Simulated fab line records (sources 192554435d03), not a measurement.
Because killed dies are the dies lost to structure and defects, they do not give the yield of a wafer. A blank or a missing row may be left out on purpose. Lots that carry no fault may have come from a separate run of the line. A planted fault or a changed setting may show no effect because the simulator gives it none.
Matching of chambers / flow n5_finfet / 4 sister chambers for N5_BEOL_M9_CMP_52 on cmp-03
The step polishes, stops on SiCOH lowk, t overpolish 7 s, target thk 140 nm. 20 wafers are shown with their chamber, then 10 later ones without.

== WAFERS PAIRED WITH THEIR CHAMBERS ==
wafer=L076.2; chamber=1; motor_current_A (A)=5.7; time_to_endpoint_s (s)=80; barrier_field_endpoint_s (s)=31.3
wafer=L076.3; chamber=0; motor_current_A (A)=8.0; time_to_endpoint_s (s)=64; barrier_field_endpoint_s (s)=28.7
wafer=L076.5; chamber=0; motor_current_A (A)=7.9; time_to_endpoint_s (s)=66; barrier_field_endpoint_s (s)=29.0
wafer=L079.2; chamber=2; motor_current_A (A)=5.6; time_to_endpoint_s (s)=70; barrier_field_endpoint_s (s)=28.9
wafer=L079.3; chamber=3; motor_current_A (A)=6.1; time_to_endpoint_s (s)=64; barrier_field_endpoint_s (s)=28.2
wafer=L079.6; chamber=3; motor_current_A (A)=5.9; time_to_endpoint_s (s)=63; barrier_field_endpoint_s (s)=29.0
wafer=L080.2; chamber=0; motor_current_A (A)=7.6; time_to_endpoint_s (s)=64; barrier_field_endpoint_s (s)=28.1
wafer=L080.3; chamber=1; motor_current_A (A)=5.2; time_to_endpoint_s (s)=74; barrier_field_endpoint_s (s)=30.3
wafer=L080.6; chamber=3; motor_current_A (A)=5.9; time_to_endpoint_s (s)=62; barrier_field_endpoint_s (s)=28.4
wafer=L082.1; chamber=0; motor_current_A (A)=7.8; time_to_endpoint_s (s)=68; barrier_field_endpoint_s (s)=28.9
wafer=L082.3; chamber=1; motor_current_A (A)=5.4; time_to_endpoint_s (s)=71; barrier_field_endpoint_s (s)=29.3
wafer=L082.4; chamber=3; motor_current_A (A)=5.7; time_to_endpoint_s (s)=61; barrier_field_endpoint_s (s)=27.8
wafer=L083.1; chamber=3; motor_current_A (A)=5.6; time_to_endpoint_s (s)=63; barrier_field_endpoint_s (s)=28.2
wafer=L083.2; chamber=2; motor_current_A (A)=6.1; time_to_endpoint_s (s)=71; barrier_field_endpoint_s (s)=29.8
wafer=L083.4; chamber=0; motor_current_A (A)=7.7; time_to_endpoint_s (s)=66; barrier_field_endpoint_s (s)=29.1
wafer=L088.1; chamber=3; motor_current_A (A)=5.8; time_to_endpoint_s (s)=63; barrier_field_endpoint_s (s)=28.4
wafer=L088.5; chamber=3; motor_current_A (A)=5.8; time_to_endpoint_s (s)=65; barrier_field_endpoint_s (s)=28.8
wafer=L088.6; chamber=0; motor_current_A (A)=7.8; time_to_endpoint_s (s)=70; barrier_field_endpoint_s (s)=29.4
wafer=L090.2; chamber=2; motor_current_A (A)=6.1; time_to_endpoint_s (s)=69; barrier_field_endpoint_s (s)=29.6
wafer=L090.4; chamber=0; motor_current_A (A)=8.0; time_to_endpoint_s (s)=65; barrier_field_endpoint_s (s)=29.5

SIGNATURES (means of the wafers above)
reading=motor_current_A; chamber 0=7.829; chamber 1=5.433; chamber 2=5.933; chamber 3=5.829; scatter within a chamber=0.191
reading=time_to_endpoint_s; chamber 0=66.14; chamber 1=75.00; chamber 2=70.00; chamber 3=63.00; scatter within a chamber=2.28
reading=barrier_field_endpoint_s; chamber 0=28.957; chamber 1=30.300; chamber 2=29.433; chamber 3=28.400; scatter within a chamber=0.543
Rule: a wafer lies at a distance from a chamber equal to the root of the sum of squares, over the readings, of (its reading less the chamber's mean, divided by the reading's scatter). The wafer belongs to the nearest chamber; if the next one is less than 2 further off, it can't be placed. The scatter: take each reading less its chamber's mean, square it, sum over the shown wafers, divide by the number of wafers less the number of chambers, and take the root.

== WAFERS WITH NO CHAMBER GIVEN ==
wafer=L090.5; motor_current_A (A)=5.6; time_to_endpoint_s (s)=67; barrier_field_endpoint_s (s)=29.5
wafer=L093.1; motor_current_A (A)=7.4; time_to_endpoint_s (s)=67; barrier_field_endpoint_s (s)=29.9
wafer=L093.3; motor_current_A (A)=5.9; time_to_endpoint_s (s)=63; barrier_field_endpoint_s (s)=28.6
wafer=L093.4; motor_current_A (A)=5.3; time_to_endpoint_s (s)=74; barrier_field_endpoint_s (s)=30.8
wafer=L095.4; motor_current_A (A)=6.1; time_to_endpoint_s (s)=68; barrier_field_endpoint_s (s)=29.5
wafer=L095.5; motor_current_A (A)=7.6; time_to_endpoint_s (s)=68; barrier_field_endpoint_s (s)=29.7
wafer=L095.6; motor_current_A (A)=5.3; time_to_endpoint_s (s)=77; barrier_field_endpoint_s (s)=31.8
wafer=L097.1; motor_current_A (A)=5.7; time_to_endpoint_s (s)=70; barrier_field_endpoint_s (s)=28.2
wafer=L097.4; motor_current_A (A)=5.2; time_to_endpoint_s (s)=78; barrier_field_endpoint_s (s)=30.6
wafer=L097.5; motor_current_A (A)=6.0; time_to_endpoint_s (s)=71; barrier_field_endpoint_s (s)=29.1

== WHICH CHAMBER EACH WENT THROUGH ==
wafer=L090.5; from the rows above=can't be placed: 2 or 3 or 1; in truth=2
wafer=L093.1; from the rows above=0; in truth=0
wafer=L093.3; from the rows above=3; in truth=3
wafer=L093.4; from the rows above=1; in truth=1
wafer=L095.4; from the rows above=2; in truth=2
wafer=L095.5; from the rows above=0; in truth=0
wafer=L095.6; from the rows above=1; in truth=1
wafer=L097.1; from the rows above=can't be placed: 2 or 3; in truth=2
wafer=L097.4; from the rows above=1; in truth=1
wafer=L097.5; from the rows above=2; in truth=2
Placed correctly: 8 of 10. From these rows, 2 cannot be placed; in 2 the true chamber is one of the candidates. Wrongly placed: 0.
